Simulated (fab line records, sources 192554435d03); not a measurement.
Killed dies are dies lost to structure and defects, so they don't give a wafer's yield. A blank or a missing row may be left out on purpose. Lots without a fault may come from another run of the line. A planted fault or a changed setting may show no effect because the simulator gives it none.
Chamber matching | flow n5_finfet | N5_BEOL_M0_SAQP_HM_OPEN_112 on rie_diel-05: 4 sister chambers
The step chemistry CHF3/O2, target SiO2, stops on a-Si, target depth 12 nm, time 13.5 s. 14 wafers are shown with their chamber, then 6 later ones without.

WAFERS WITH THEIR CHAMBER
wafer  | chamber | showerhead_plenum_p_Torr (Torr) | throttle_valve_pct (%) | oes_o_777_au (a.u.)
L186.2 | 0       | 2.32                            | 19.03                  | 0.80
L186.3 | 2       | 2.45                            | 18.67                  | 0.88
L186.6 | 1       | 2.40                            | 18.44                  | 0.72
L189.2 | 0       | 2.32                            | 19.06                  | 0.80
L189.4 | 0       | 2.32                            | 19.05                  | 0.80
L189.6 | 1       | 2.40                            | 18.45                  | 0.73
L193.2 | 3       | 2.57                            | 18.91                  | 0.90
L193.3 | 2       | 2.45                            | 18.69                  | 0.87
L193.6 | 1       | 2.39                            | 18.45                  | 0.71
L194.3 | 0       | 2.32                            | 19.06                  | 0.79
L194.4 | 1       | 2.39                            | 18.45                  | 0.71
L194.5 | 0       | 2.32                            | 19.05                  | 0.79
L195.1 | 1       | 2.39                            | 18.47                  | 0.71
L195.2 | 2       | 2.45                            | 18.70                  | 0.87

SIGNATURES (means of the wafers above)
reading                  | chamber 0 | chamber 1 | chamber 2 | chamber 3 | scatter within a chamber
showerhead_plenum_p_Torr | 2.3200    | 2.3940    | 2.4500    | 2.5700    | 0.00346
throttle_valve_pct       | 19.0500   | 18.4520   | 18.6867   | 18.9100   | 0.0124
oes_o_777_au             | 0.7960    | 0.7160    | 0.8733    | 0.9000    | 0.00712
Rule: a wafer's distance from a chamber is the root of the sum, over the readings, of the square of ((its reading less the chamber's mean) divided by the reading's scatter). The wafer belongs to the nearest chamber; if the next one is less than 2 further off, it can't be placed. The scatter: the root of (the sum of the squares of (reading less its chamber's mean) over the shown wafers, divided by (wafers less chambers)).

WAFERS WITHOUT THEIR CHAMBER
wafer  | showerhead_plenum_p_Torr (Torr) | throttle_valve_pct (%) | oes_o_777_au (a.u.)
L195.4 | 2.32                            | 19.07                  | 0.78
L199.4 | 2.56                            | 18.89                  | 0.86
L199.6 | 2.44                            | 18.65                  | 0.85
L205.4 | 2.38                            | 18.50                  | 0.70
L205.5 | 2.31                            | 19.11                  | 0.77
L205.6 | 2.56                            | 18.97                  | 0.84

WHICH CHAMBER EACH WENT THROUGH
wafer  | from the rows above | in truth
L195.4 | 0                   | 0
L199.4 | 3                   | 3
L199.6 | 2                   | 2
L205.4 | 1                   | 1
L205.5 | 0                   | 0
L205.6 | 3                   | 3
Placed correctly: 6 of 6. Can't be placed from these rows: 0. Placed wrongly: 0.
